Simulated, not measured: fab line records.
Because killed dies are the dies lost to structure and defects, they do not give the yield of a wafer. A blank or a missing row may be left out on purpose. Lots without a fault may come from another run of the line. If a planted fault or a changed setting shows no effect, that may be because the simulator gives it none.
fab line records | flow nand_harc
[record] lots = 6 wafers = 18 last_day = 32
route steps=1302 shown P_M0@266 P_M1@285 END@1302
lots with no fault: from the same line, run without faults
start_h: the number of hours between the record's first day and the start of the first shown wafer of the lot | wait_h: hours since the lot's step before | " identical to the entry in the row above | L1.1+2: a single row standing in for several wafers | - no value present, or no start provided | * or withheld: withheld | < > ~ a bound
route shown NAME@n: NAME is a module with steps in the file, n the number in the route of the first one | usual: mean/standard deviation taken from wafers without a fault | same: alike in all rows | chamber/n: place in a boat | sites: the reading at each site | _std_site: standard deviation of those values | _edge_site: inner sites' mean taken away from outer sites' mean | radius_mm: how far each site lies from the wafer's centre | mask NAME#n: copy n | behind: tool/chamber where the wafer was last shaped | hold: cause of the lot's hold/its duration in hours/its outcome | device: the transistor (n, p or np) that didn't switch | end of line: tests of these same wafers at the route's end | step lacking rows: just its recipe | killed: count of dies lost to structure and defects at first sort (not the wafer's yield) | map: shows each die of a wafer: x if killed, . if not, _ if none is there
set.NAME: setting as actually run; set.NAME@STEP: the setting as run at that earlier step | model.NAME: the simulator's own value behind a step, which no gauge read
lots seen at some steps along the route; tables by step, rows by wafer
services: when a tool's chamber went out of use (start_h, in hours from the record's first day, below 0 if earlier), for how many hours, and the reason
[[steps]]
[step NHARC_P_M0_DESCUM_14]
[recipe] time_s = 3 o2_flow_sccm = 200 ar_flow_sccm = 0 bias_power_w = 0 chemistry = O2
[step NHARC_P_M0_ETCH_34]
[recipe] target_depth_a = 400 overetch_a = 120 time_s = 43.94 ion_energy_ev = 200 n2_flow_sccm = 150 h2_flow_sccm = 150 ar_flow_sccm = 0 rf_w = 400 bias_w = 150 chemistry = N2/H2
[step NHARC_P_M0_ETCH_15]
[recipe] target_depth_a = 1500 overetch_a = 150 time_s = 82.5 c4f8_flow_sccm = withheld ar_flow_sccm = 400 rf_w = 600 bias_w = 300 chemistry = C4F8/Ar
[usual] chamber_pressure_mTorr = 24.999/0.021 oes_product_au = 0.950/0.023 rf_vpp_V = 440.1/1.8
// columns lot.wafer tool chamber start_h wait_h chamber_pressure_mTorr oes_product_au rf_hours_counter_h rf_vpp_V
L330.4 rie_diel-08 3 - - 25.002 0.979 25 438.5
L330.3 " 1 " " 24.987 1.010 23 440.9
L330.5 " 0 " " 24.986 0.969 - 441.1
L333.1 rie_diel-05 1 - - 24.996 0.920 46 438.9
L333.3 " 3 " " 24.984 0.908 38 438.5
L333.5 " 0 " " 24.985 0.910 - 439.4
L342.4 rie_diel-08 1 - - 25.002 0.956 21 442.2
L342.5 " 1 " " 24.959 0.958 - 441.6
L342.6 " 2 " " 24.994 0.952 - 442.8
L344.4 rie_diel-12 0 - - 24.976 0.962 10 439.1
L344.2 " 3 " " 25.012 0.954 9 438.2
L344.6 " 1 " " 24.997 0.972 - 440.8
L345.2 rie_diel-08 1 - - 24.984 0.967 25 441.5
L345.1 " 0 " " 25.040 0.955 24 439.9
L345.6 " 1 " " 25.001 0.970 - 442.7
L346.4 rie_diel-08 0 - - 24.963 0.963 26 440.8
L346.1 " 2 " " 24.988 0.969 23 442.9
L346.5 " 0 " " 25.044 0.948 - 442.7
[step NHARC_P_M0_CD_MEAS_16]
[usual] cd_nm = 90.4/1.2
// columns lot.wafer tool chamber start_h wait_h cd_nm
L330.3 cd_sem-01 - 168.29 - 91.7
L330.4 " - " " 89.7
L330.5 " - " " 92.1
L333.1 cd_sem-01 - 202.75 - 89.4
L333.3 " - " " 90.9
L333.5 " - " " 89.8
L342.4 cd_sem-03 - 297.37 - 91.8
L342.5 " - " " 89.3
L342.6 " - " " 89.8
L344.2 cd_sem-01 - 310.20 - 89.5
L344.4 " - " " 90.4
L344.6 " - " " 92.3
L345.1 cd_sem-03 - 326.72 - 87.8
L345.2 " - " " 90.5
L345.6 " - " " 87.9
L346.1 cd_sem-01 - 338.53 - 91.1
L346.4 " - " " 91.3
L346.5 " - " " 91.5
[step NHARC_P_M0_STRIP_18]
[recipe] power_w = 1000 n2_flow_sccm = 150 h2_flow_sccm = 150 ar_flow_sccm = 0 bias_w = 0 chemistry = N2/H2
[step NHARC_P_M0_STRIP_19]
[recipe] time_s = 600 temp_c = 30 chemistry = post_etch_residue_remover
[step NHARC_P_M0_DEGAS_28]
[recipe] temp_c = 250 time_s = 60
[step NHARC_P_M0_PRE_CLEAN_29]
[recipe] time_s = 30 temp_c = 280 gas = H2/He
[step NHARC_P_M0_PVD_20]
[recipe] target_thk_a = 50 bias_v = 168.6 power_w = 15000 chamber_pressure_pa = 0.12 time_s = 8.06 substrate_temp_c = 50 material = TaN
[usual] cathode_dc_power_W = 15000/2.8 throttle_valve_pct = 30.0/0.85
// columns lot.wafer tool chamber start_h wait_h cathode_dc_power_W throttle_valve_pct
L330.3 pvd_sputter-01 - - - 15003 30.3
L330.4 " - " " 14999 29.7
L330.5 " - " " 15002 30.0
L333.3 pvd_sputter-02 - - - 15001 30.1
L333.1 " - " " 15002 28.6
L333.5 " - " " 15001 28.7
L342.4 pvd_sputter-01 - - - 15000 30.8
L342.6 " - " " 15005 29.0
L342.5 " - " " 14995 31.0
L344.2 pvd_sputter-02 - - - 14996 30.4
L344.4 " - " " 15005 28.8
L344.6 " - " " 15004 28.5
L345.1 pvd_sputter-01 - - - 15000 30.9
L345.2 " - " " 15001 29.7
L345.6 " - " " 14995 28.8
L346.4 pvd_sputter-01 - - - 15001 31.1
L346.1 " - " " 14994 30.7
L346.5 " - " " 14998 31.0
[step NHARC_P_M0_PVD_21]
[recipe] target_thk_a = 300 chamber_pressure_pa = 5 power_w = 5000 substrate_temp_c = 30 time_s = 20.49 material = Cu
[usual] cathode_dc_power_W = 4999.9/0.96 throttle_valve_pct = 30.0/0.84
// columns lot.wafer tool chamber start_h wait_h cathode_dc_power_W throttle_valve_pct
L330.4 pvd_sputter-01 - - - 4999.6 30.2
L330.3 " - " " 4998.0 30.5
L330.5 " - " " 4999.8 30.2
L333.3 pvd_sputter-02 - - - 4999.3 28.3
L333.1 " - " " 5001.8 30.0
L333.5 " - " " 4999.8 30.9
L342.4 pvd_sputter-01 - - - 4999.7 30.9
L342.5 " - " " 4999.4 30.2
L342.6 " - " " 4999.0 29.3
L344.2 pvd_sputter-02 - - - 4998.2 29.1
L344.4 " - " " 4999.9 30.1
L344.6 " - " " 4999.5 28.4
L345.2 pvd_sputter-01 - - - 4998.9 29.0
L345.1 " - " " 4999.2 30.9
L345.6 " - " " 5000.7 31.1
L346.4 pvd_sputter-01 - - - 5000.5 30.7
L346.1 " - " " 4999.1 30.3
L346.5 " - " " 5000.4 29.1
[step NHARC_P_M0_ECD_22]
[recipe] target_thk_a = 4000 bath_temp_c = 25 material = Cu
[step NHARC_P_M0_ANNEAL_30]
[recipe] temp_c = 225 time_s = 90
[usual] wafer_temp_C_max = 225.88/0.28
// columns lot.wafer tool chamber start_h wait_h wafer_temp_C_max
L330.3 rtp_anneal-01 0 169.84 0.3 226.08
L330.4 " 0 " " 225.67
L330.5 " 0 " " 225.97
L333.1 rtp_anneal-02 0 204.24 - 225.53
L333.3 " 0 " " 225.48
L333.5 " 0 " " 225.81
L342.4 rtp_anneal-02 0 298.89 - 225.81
L342.5 " 0 " " 225.35
L342.6 " 0 " " 225.63
L344.2 rtp_anneal-02 0 311.60 0.4 225.73
L344.4 " 0 " " 225.79
L344.6 " 0 " " 225.86
L345.1 rtp_anneal-02 0 328.08 0.3 225.74
L345.2 " 0 " " 225.39
L345.6 " 0 " " 225.63
L346.1 rtp_anneal-01 0 339.89 0.3 226.19
L346.4 " 0 " " 225.69
L346.5 " 0 " " 226.32
[step NHARC_P_M0_CMP_23]
[recipe] t_overpolish_s = 20 target_thk_nm = 117.54
[usual] edge_zone_pressure_frac = 0.999/0.0047 motor_current_A = 12.4/1.2 slurry_flow_ml_min = 149.9/0.48 time_to_endpoint_s = 28/3
// columns lot.wafer tool chamber start_h wait_h edge_zone_pressure_frac motor_current_A slurry_flow_ml_min time_to_endpoint_s
L330.4 cmp-04 3 170.11 - 0.996 12.4 149.6 29
L330.3 " 0 " " 1.001 12.9 150.0 32
L330.5 " 2 " " 1.010 12.5 149.4 28
L333.1 cmp-04 1 204.58 - 0.992 11.9 150.4 23
L333.3 " 2 " " 0.996 12.0 150.6 32
L333.5 " 1 " " 0.995 12.4 150.0 26
L342.4 cmp-01 1 299.16 - 1.001 14.1 150.2 24
L342.6 " 2 " " 1.007 13.1 150.0 27
L342.5 " 3 " " 0.999 10.6 149.9 33
L344.4 cmp-02 2 311.92 - 0.997 10.9 149.4 32
L344.2 " 3 " " 1.011 12.6 150.5 33
L344.6 " 1 " " 0.994 13.6 149.9 30
L345.1 cmp-01 3 328.43 - 0.997 10.7 149.8 30
L345.2 " 0 " " 1.009 11.3 150.0 29
L345.6 " 3 " " 1.002 10.6 150.1 33
L346.4 cmp-04 1 340.60 - 1.008 12.4 149.5 24
L346.1 " 2 " " 1.005 12.7 150.9 26
L346.5 " 0 " " 1.001 13.3 149.9 27
[step NHARC_P_M0_THK_MEAS_24]
[recipe] thk_meas_gauge = xrf
[usual] thk_nm = 117.7/1.7
// columns lot.wafer tool chamber start_h wait_h thk_nm
L330.3 film_metro-02 - 170.40 - 118.5
L330.4 " - " " 115.0
L330.5 " - " " 116.6
L333.1 film_metro-01 - 204.90 - 114.3
L333.3 " - " " 120.2
L333.5 " - " " 117.7
L342.4 film_metro-01 - 299.40 - 115.1
L342.5 " - " " 118.8
L342.6 " - " " 119.2
L344.2 film_metro-02 - 312.20 - 118.2
L344.4 " - " " 119.4
L344.6 " - " " 118.9
L345.1 film_metro-01 - 328.75 - 118.1
L345.2 " - " " 115.2
L345.6 " - " " 119.3
L346.1 film_metro-02 - 340.89 - 118.6
L346.4 " - " " 115.5
L346.5 " - " " 118.7
[step NHARC_P_M0_SRD_25]
[step NHARC_P_M0_INSPECT_27]
[usual] raw_defect_count = 279/97
// columns lot.wafer tool chamber start_h wait_h raw_defect_count
L330.3 defect_inspect-01 - 170.56 0.0 652
L330.4 " - " " 699
L330.5 " - " " 585
L333.1 defect_inspect-02 - 205.05 0.0 664
L333.3 " - " " 835
L333.5 " - " " 801
L342.4 defect_inspect-02 - 299.55 0.0 313
L342.5 " - " " 421
L342.6 " - " " 376
L344.2 defect_inspect-01 - 312.36 0.0 287
L344.4 " - " " 96
L344.6 " - " " 108
L345.1 defect_inspect-01 - 328.90 0.0 328
L345.2 " - " " 208
L345.6 " - " " 271
L346.1 defect_inspect-02 - 341.04 0.0 253
L346.4 " - " " 183
L346.5 " - " " 330
[step NHARC_P_M0_PRE_CLEAN_31]
[recipe] time_s = 12 temp_c = 370 rf_power_w = 300 gas = NH3
[step NHARC_P_M0_DEP_32]
[recipe] target_thk_a = 300 temp_c = 370 target_thk_nm = 30 pressure_torr = 3 flow_sccm = 200 rf_w = 450 material = SiCN
[usual] heater_power_w = 590/80
// columns lot.wafer tool chamber start_h wait_h heater_power_w
L330.3 pecvd-02 2 170.72 0.1 656
L330.5 " 2 " " 664
L330.4 " 1 " " 506
L333.1 pecvd-01 1 205.20 0.1 624
L333.3 " 0 " " 612
L333.5 " 1 " " 638
L342.5 pecvd-01 1 299.83 0.2 675
L342.6 " 2 " " 545
L342.4 " 0 " " 644
L344.2 pecvd-02 2 312.55 0.1 607
L344.4 " 1 " " 615
L344.6 " 0 " " 473
L345.1 pecvd-02 1 329.05 0.1 675
L345.2 " 2 " " 654
L345.6 " 1 " " 672
L346.1 pecvd-02 2 341.28 0.1 587
L346.5 " 1 " " 567
L346.4 " 2 " " 580
[step NHARC_P_M1_DEP_00]
[recipe] target_thk_a = 1825 target_thk_nm = 182.5 temp_c = withheld pressure_torr = 5 flow_sccm = 200 rf_w = 600 material = SiOC
[step NHARC_P_M1_DEHYDRATE_01]
[recipe] temp_c = 150 time_s = 120
[step NHARC_P_M1_HMDS_02]
[recipe] time_s = 30
[step NHARC_P_M1_COAT_34]
[recipe] temp_c = 200 time_s = 65
[step NHARC_P_M1_COAT_03]
[recipe] spin_rpm = 1500 resist_thk_nm = 90
[step NHARC_P_M1_SOFTBAKE_04]
[recipe] temp_c = 105 time_s = 55
[step NHARC_P_M1_EBR_05]
[step NHARC_P_M1_EXPOSE_06]
[recipe] na = 1.35 target_cd_nm = 130 dose_mj = 81.88 mask_id = P_M1
[step NHARC_P_M1_PEB_07]
[recipe] peb_temp_c = 100 peb_time_s = 65
[step NHARC_P_M1_DEVELOP_08]
[recipe] develop_time_s = 35 dev_temp_c = 23
[step NHARC_P_M1_CD_MEAS_09]
[recipe] target_cd_nm = 130 landing_energy_ev = 500
[usual] cd_nm = 130.2/0.64
// columns lot.wafer tool chamber start_h wait_h cd_nm
L330.3 cd_sem-01 0 171.97 - 130.8
L330.4 " 0 " " 130.4
L330.5 " 0 " " 130.2
L333.1 cd_sem-03 0 206.47 - 129.9
L333.3 " 0 " " 130.1
L333.5 " 0 " " 130.4
L342.4 cd_sem-01 0 300.95 - 131.0
L342.5 " 0 " " 130.9
L342.6 " 0 " " 130.6
L344.2 cd_sem-02 0 313.73 - 131.0
L344.4 " 0 " " 129.8
L344.6 " 0 " " 129.9
L345.1 cd_sem-03 0 330.28 - 130.1
L345.2 " 0 " " 128.9
L345.6 " 0 " " 130.1
L346.1 cd_sem-02 0 342.42 - 131.1
L346.4 " 0 " " 130.3
L346.5 " 0 " " 130.6
[step NHARC_P_M1_OVL_MEAS_10]
[recipe] pitch_nm = 260
[usual] overlay_x_nm = 0.1/0.72 overlay_y_nm = 0.1/0.65
// columns lot.wafer tool chamber start_h wait_h overlay_x_nm overlay_y_nm
L330.3 overlay-01 - 172.06 - -0.7 -1.4
L330.4 " - " " -0.5 -0.9
L330.5 " - " " -1.0 -1.3
L333.1 overlay-02 - 206.56 - 0.2 -0.1
L333.3 " - " " -0.9 0.2
L333.5 " - " " 0.2 0.6
L342.4 overlay-02 - 301.03 - -0.2 0.5
L342.5 " - " " 0.5 0.6
L342.6 " - " " 0.6 -0.1
L344.2 overlay-01 - 313.82 - 1.1 0.2
L344.4 " - " " 1.1 0.6
L344.6 " - " " 1.2 0.3
L345.1 overlay-02 - 330.37 - -0.1 0.4
L345.2 " - " " -0.5 0.1
L345.6 " - " " -0.2 -0.4
L346.1 overlay-02 - 342.51 - -0.7 0.9
L346.4 " - " " -0.7 1.1
L346.5 " - " " -0.8 1.5
[step NHARC_P_M1_INSPECT_11]
[usual] raw_defect_count = 4.5/2.7
// columns lot.wafer tool chamber start_h wait_h raw_defect_count
L330.3 defect_inspect-01 - 172.09 0.0 354
L330.4 " - " " 364
L330.5 " - " " 319
L333.1 defect_inspect-02 - 206.60 0.0 391
L333.3 " - " " 342
L333.5 " - " " 324
L342.4 defect_inspect-01 - 301.07 0.0 6
L342.5 " - " " 6
L342.6 " - " " 2
L344.2 defect_inspect-02 - 313.85 0.0 4
L344.4 " - " " 2
L344.6 " - " " 1
L345.1 defect_inspect-02 - 330.41 0.0 6
L345.2 " - " " 8
L345.6 " - " " 4
L346.1 defect_inspect-01 - 342.54 0.0 7
L346.4 " - " " 4
L346.5 " - " " 3
[step NHARC_P_M1_DESCUM_14]
[recipe] time_s = 3 o2_flow_sccm = 200 ar_flow_sccm = 0 bias_power_w = 0 chemistry = O2
[step NHARC_END_SORT_01]
[recipe] temp_c = 25
[usual] defect_limited_yield = 91.6/2.8 killed_at_array = 52/19 killed_at_other = 1.0/1.2 killed_at_periphery = 4.1/2.8 killed_dies = 57/19 killed_open = 3.1/1.7 killed_short = 2.5/1.5 sort_bin_2_pct = 3.0/1.2 sort_bin_3_pct = 0.6/0.36 sort_bin_4_pct = 4.9/1.6 sort_n_pass = 620/19 sort_rim_yield_pct = 91/5 sort_yield_pct = 91.6/2.8
[same] gross_dies = 677 sort_bin_5_pct[%] = 0 sort_bin_6_pct[%] = 0 sort_bin_7_pct[%] = 0 sort_bin_8_pct[%] = 0 sort_rim_n_gross = 106.00
// columns lot.wafer tool chamber start_h wait_h defect_limited_yield[%] killed_at_array killed_at_other killed_at_periphery killed_dies killed_open killed_short sort_bin_2_pct[%] sort_bin_3_pct[%] sort_bin_4_pct[%] sort_n_pass sort_rim_yield_pct[%] sort_yield_pct[%]
L330.3 prober-02 0 607.23 3.1 56.3 48 1 247 296 0 2 14.5 3.1 26.1 381 61 56.3
L330.4 prober-02 0 608.02 3.4 54.7 44 0 263 307 2 1 14.6 3.0 27.8 370 59 54.7
L330.5 prober-02 0 608.82 3.7 55.8 49 0 250 299 5 6 15.1 4.0 25.1 378 61 55.8
L333.1 prober-01 0 642.99 2.5 54.8 29 0 277 306 3 5 15.7 3.8 25.7 371 65 54.8
L333.3 prober-01 0 644.59 3.1 58.8 26 0 253 279 2 1 14.0 3.1 24.1 398 58 58.8
L333.5 prober-01 0 646.20 3.7 58.3 28 0 254 282 6 1 12.3 2.1 27.3 395 64 58.3
L342.4 prober-02 0 720.81 3.4 94.7 34 1 1 36 3 0 2.1 0.3 3.0 641 89 94.7
L342.5 prober-02 0 721.61 3.7 89.1 64 2 8 74 3 1 2.8 1.2 6.9 603 94 89.1
L342.6 prober-02 0 722.41 4.0 92.5 44 2 5 51 6 4 2.7 0.7 4.1 626 90 92.5
L345.1 prober-02 0 749.33 2.5 92.0 48 1 5 54 2 4 3.1 0.1 4.7 623 89 92.0
L345.2 prober-02 0 750.15 2.8 90.1 59 1 7 67 4 1 5.2 0.6 4.1 610 95 90.1
L345.6 prober-02 0 753.42 4.1 89.4 67 1 4 72 2 5 5.0 1.0 4.6 605 98 89.4
L344.2 prober-01 0 750.10 2.8 87.6 82 0 2 84 2 1 5.0 0.4 6.9 593 94 87.6
L344.4 prober-01 0 751.68 3.4 90.8 58 1 3 62 4 2 2.2 0.6 6.4 615 90 90.8
L344.6 prober-01 0 753.27 4.0 89.8 69 0 0 69 6 4 3.7 1.0 5.5 608 91 89.8
L346.1 prober-01 0 771.00 2.5 94.4 32 1 5 38 3 5 1.8 0.1 3.7 639 92 94.4
L346.4 prober-01 0 773.37 3.4 92.5 49 1 1 51 2 4 2.4 0.3 4.9 626 96 92.5
L346.5 prober-01 0 774.17 3.7 94.8 32 1 2 35 3 6 2.1 0.4 2.7 642 94 94.8
// killed by level:class
L330.3 P_M0:unspecified=244 A_CHANNEL_HOLE_D1:chamber_film_flake=29 A_CONTACT:chamber_film_flake=6 A_CHANNEL_HOLE_D2:chamber_film_flake=5 P_M2:chamber_film_flake=2 A_STAIRCASE:chamber_film_flake=2 A_CHANNEL_HOLE_D2:geometric_particle:short=1 A_WL_FILL:geometric_particle:short=1
L330.4 P_M0:unspecified=260 A_CHANNEL_HOLE_D1:chamber_film_flake=26 A_CHANNEL_HOLE_D2:chamber_film_flake=7 A_CHANNEL_FILL_D2:chamber_film_flake=3 P_M2:chamber_film_flake=2 A_DECK1_JOINT:chamber_film_flake=2 A_CHANNEL_HOLE_D1:geometric_particle:short=1 A_DECK1_JOINT:geometric_particle:open=1
L330.5 P_M0:unspecified=242 A_CHANNEL_HOLE_D1:chamber_film_flake=30 A_CHANNEL_HOLE_D2:chamber_film_flake=5 P_M2:chamber_film_flake=5 A_WL_FILL:geometric_particle:open=2 P_GATE:geometric_particle:short=1 A_CHANNEL_FILL_D1:geometric_particle:short=1 A_ONON_D2:geometric_particle:short=1
L333.1 P_M0:unspecified=267 A_CONTACT:chamber_film_flake=7 A_CHANNEL_HOLE_D2:chamber_film_flake=6 P_GATE:chamber_film_flake=5 A_CHANNEL_HOLE_D1:chamber_film_flake=4 P_M0:geometric_particle:short=2 A_CHANNEL_FILL_D2:chamber_film_flake=2 A_SGD_CUT:chamber_film_flake=2
L333.3 P_M0:unspecified=247 A_CHANNEL_HOLE_D2:chamber_film_flake=10 A_CONTACT:chamber_film_flake=7 P_GATE:chamber_film_flake=4 P_M0:chamber_film_flake=2 A_CHANNEL_FILL_D2:chamber_film_flake=2 A_CHANNEL_FILL_D1:geometric_particle:open=1 A_DECK1_JOINT:geometric_particle:short=1
L333.5 P_M0:unspecified=245 A_CHANNEL_HOLE_D2:chamber_film_flake=14 P_GATE:chamber_film_flake=4 A_CHANNEL_HOLE_D1:chamber_film_flake=4 A_CONTACT:chamber_film_flake=4 P_ZERO_WELL:chamber_film_flake=2 P_CONTACT:geometric_particle:open=1 P_M0:geometric_particle:short=1
L342.4 A_CHANNEL_HOLE_D1:chamber_film_flake=17 A_STAIRCASE:chamber_film_flake=6 A_CONTACT:chamber_film_flake=3 A_SLIT:chamber_film_flake=2 P_M1:geometric_particle:open=1 A_CHANNEL_HOLE_D1:geometric_particle:open=1 A_CONTACT:geometric_particle:open=1 A_ZERO_WELL:chamber_film_flake=1
L342.5 A_CHANNEL_HOLE_D1:chamber_film_flake=38 A_STAIRCASE:chamber_film_flake=8 P_M2:chamber_film_flake=6 A_SLIT:chamber_film_flake=5 A_CHANNEL_FILL_D2:chamber_film_flake=4 A_CHANNEL_FILL_D1:geometric_particle:open=2 A_WL_FILL:chamber_film_flake=2 A_CONTACT:chamber_film_flake=2
L342.6 A_CHANNEL_HOLE_D1:chamber_film_flake=24 A_CONTACT:chamber_film_flake=5 A_CHANNEL_FILL_D2:chamber_film_flake=3 A_STAIRCASE:chamber_film_flake=3 P_CONTACT:geometric_particle:open=2 THIN_TSV:chamber_film_flake=2 P_GATE:geometric_particle:open=1 P_GATE:geometric_particle:short=1
L345.1 A_CHANNEL_HOLE_D1:chamber_film_flake=16 A_CHANNEL_HOLE_D2:chamber_film_flake=11 A_SLIT:chamber_film_flake=8 A_SGD_CUT:chamber_film_flake=4 P_STI:chamber_film_flake=3 A_CONTACT:chamber_film_flake=3 P_BONDPAD:geometric_particle:short=1 A_ONON_D1:geometric_particle:short=1
L344.2 A_CHANNEL_HOLE_D1:chamber_film_flake=34 A_CHANNEL_HOLE_D2:chamber_film_flake=24 A_SLIT:chamber_film_flake=9 A_CONTACT:chamber_film_flake=6 A_ZERO_WELL:chamber_film_flake=3 A_CHANNEL_FILL_D2:chamber_film_flake=2 P_M1:geometric_particle:open=1 A_M0:geometric_particle:open=1
L345.2 A_SLIT:chamber_film_flake=21 A_CHANNEL_HOLE_D2:chamber_film_flake=20 A_CHANNEL_HOLE_D1:chamber_film_flake=7 A_DECK1_JOINT:chamber_film_flake=4 P_CONTACT:chamber_film_flake=3 A_SGD_CUT:chamber_film_flake=2 P_M0:geometric_particle:open=1 P_M2:geometric_particle:open=1
L344.4 A_CHANNEL_HOLE_D1:chamber_film_flake=29 A_CHANNEL_HOLE_D2:chamber_film_flake=10 A_CONTACT:chamber_film_flake=6 A_SLIT:chamber_film_flake=5 P_M0:geometric_particle:open=2 A_ZERO_WELL:chamber_film_flake=2 P_M1:geometric_particle:open=1 A_ONON_D1:geometric_particle:short=1
L344.6 A_CHANNEL_HOLE_D1:chamber_film_flake=33 A_CHANNEL_HOLE_D2:chamber_film_flake=8 A_CONTACT:chamber_film_flake=7 A_SLIT:chamber_film_flake=6 A_ZERO_WELL:chamber_film_flake=4 A_M0:geometric_particle:open=3 A_DECK1_JOINT:geometric_particle:short=2 A_DECK1_JOINT:geometric_particle:open=1
L345.6 A_SLIT:chamber_film_flake=26 A_CHANNEL_HOLE_D2:chamber_film_flake=17 A_CHANNEL_HOLE_D1:chamber_film_flake=9 A_CHANNEL_FILL_D1:geometric_particle:short=3 A_SGD_CUT:chamber_film_flake=3 P_CONTACT:chamber_film_flake=2 A_DECK1_JOINT:chamber_film_flake=2 A_CHANNEL_FILL_D1:geometric_particle:open=1
L346.1 A_CHANNEL_HOLE_D1:chamber_film_flake=11 A_CONTACT:chamber_film_flake=7 A_SLIT:chamber_film_flake=4 A_SGD_CUT:geometric_particle:short=2 P_GATE:chamber_film_flake=2 P_STI:geometric_particle:short=1 P_M0:geometric_particle:open=1 A_SOURCE_PLATE:geometric_particle:short=1
L346.4 A_CHANNEL_HOLE_D1:chamber_film_flake=22 A_SLIT:chamber_film_flake=6 A_CONTACT:chamber_film_flake=5 A_DECK1_JOINT:chamber_film_flake=3 A_CHANNEL_FILL_D2:chamber_film_flake=3 A_WL_FILL:chamber_film_flake=2 A_ONON_D1:geometric_particle:short=1 A_CHANNEL_FILL_D1:geometric_particle:short=1
L346.5 A_SLIT:chamber_film_flake=9 A_CHANNEL_HOLE_D1:chamber_film_flake=5 A_CONTACT:chamber_film_flake=4 A_ONON_D2:geometric_particle:short=2 A_DECK1_JOINT:chamber_film_flake=2 A_STAIRCASE:chamber_film_flake=2 P_CONTACT:geometric_particle:open=1 A_ONON_D1:geometric_particle:short=1
// map L330.4 (x killed, . not)
____________.____________
_________x.x..x._________
_______...xx.xx..x_______
______x.xx......xx.______
_____x.xx.....xx.xxx_____
____..xx.xxx....xx...____
____..x.x...x.xxx....____
___..xx.x.xxxx..x.....___
___....xx.x..x..xxxx.x___
__x.x.....xxx.xx..x.x..__
__xx.x..xxxx.x.x...xx.x__
_x..x...xx...xx...x..xxx_
_..x..x.xxx....x...xx..._
_.xx..xx.x.....xx.xx.xx._
_.x..xxxx...x...x.....x._
_.x..x.xxx.x.x..xx......_
.x.x..xx.xxxxxxx......x.x
...xx.x..xxxx..xxxxxx.xxx
.x..xxxx..x.x.x.xxx.x.xx.
x.x...xxxxxxxxxx.x..x...x
...x....xx..xxxx....x...x
_..x.xxxxxxxxxxx..x...x._
_xxx...xxxxxxxxxx.x.x..._
_.....x...x.x....x.xx.xx_
_x.x.....xx..x......x..._
_.xxxx...x..x...x.xx.x.x_
__...x.....xxx.....x.x.__
__xx.x.xxx.xx..xx..x.x.__
___xx.x..x...x.......x___
___xx.xxxxxx......x.xx___
____..xx.....xxx.xx.x____
____...xxxx.x...x....____
_____.x.....x..x..x._____
______.x...xx.xx.x.______
_______x..xx...x.x_______
_________xx.xx.._________
____________.____________
// map L333.1 (x killed, . not)
____________.____________
_________......._________
_______x...x.xxx.._______
______.......xxx...______
_____xx..x.x..x....x_____
____x...xx.xx..xx...x____
____x.xxx....x....xx.____
___..x.x..x.x.x.x.xx..___
___.xx...x...xx.xxxx.x___
__.x.xxxx.x...x.x..xx..__
__..x.x..xx..x..x....x.__
_xx..xxx.x.xx.x.x.x.xxx._
_.xx.x...xxxxx..x..x...._
_.xx.x..x....xxx.x..x.xx_
_xx.x..xxx.xx.xx..x.x.xx_
_.xx.xx.xx..x..x..x....x_
xx..x.xx.x.x.x......xx.x.
.xx.x.xx...xx.xx.x.xxxx.x
xx.xxx.x....x.xx.xx.x....
......x..x.x..x..xxx.....
.xxxx..xx.....xxx.....x..
_..x..xxx.x.xxxx..x.x..._
_.x.xx..xx.......x...xxx_
_xx..xx....x.x....x...x._
_xx..x.xx..xx..xxx..xxx._
_x.....xxx.xx....xxx.x.._
__xxxx..x.xxxx.xxxx.x.x__
__x.xx..x...x..x.xx.x.x__
___.x.xx...xx.x.x.x...___
___.xxx.x.xxxxxxxxx..x___
____xxxx..x...x.xxx.x____
____......x.xx.x.x.x.____
_____.xx.x..x......x_____
______x.x..xx......______
_______....x.x.x.._______
_________..x.x.._________
____________.____________
[[services]]
// columns tool chamber start_h hours kind
cmp-04 - 148.73 1.4 repair
pvd_sputter-02 - 150.67 3.3 repair
cmp-01 - 155.11 5.9 repair
pvd_sputter-01 - 163.90 2.9 repair
pvd_sputter-02 - 167.45 1.8 repair
rie_diel-08 - 168.38 0.7 repair
rie_diel-08 0 175.51 5.1 repair
cmp-01 - 187.01 4.0 pm
rie_diel-08 0 188.04 25.0 repair
rie_diel-08 - 190.80 9.0 pm
cmp-04 - 192.22 5.9 repair
pvd_sputter-01 - 201.00 6.2 repair
pecvd-02 - 202.37 0.9 repair
cmp-04 - 210.72 4.0 pm
rie_diel-08 2 221.09 4.1 repair
pvd_sputter-01 - 225.78 6.6 repair
pecvd-02 - 227.29 13.0 pm
cmp-04 - 252.06 2.0 repair
pvd_sputter-01 - 255.64 2.1 repair
pvd_sputter-02 - 282.04 10.0 pm
pvd_sputter-02 - 294.27 8.7 repair
pecvd-02 2 297.35 2.5 repair
cmp-04 - 308.72 4.0 pm
cmp-04 - 330.74 1.3 repair
[[key]]
[first_sign] step = NHARC_P_M0_INSPECT_27 reading = raw_defect_count direction = up sigmas = 4.4 usual = 279 struck = 706
[effect] step = NHARC_P_M1_INSPECT_11 reading = raw_defect_count direction = up sigmas = 99+ usual = 4.5 struck = 349
[effect] step = NHARC_END_SORT_01 reading = killed_at_periphery direction = up sigmas = 89 usual = 4.1 struck = 257.3
[more_kills_born_at] NHARC_P_M0_CMP_23@cmp-04 = 1505
met_at NHARC_P_M0_CMP_23
struck_wafers L330.3,L330.4,L330.5,L333.1,L333.3,L333.5
[fault] kind = chamber_particle_source tool = cmp-04 chamber = - onset_h = 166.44 steps = NHARC_P_M0_CMP_23 rate_per_visit_cm2 = 0.53145 end_h = 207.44
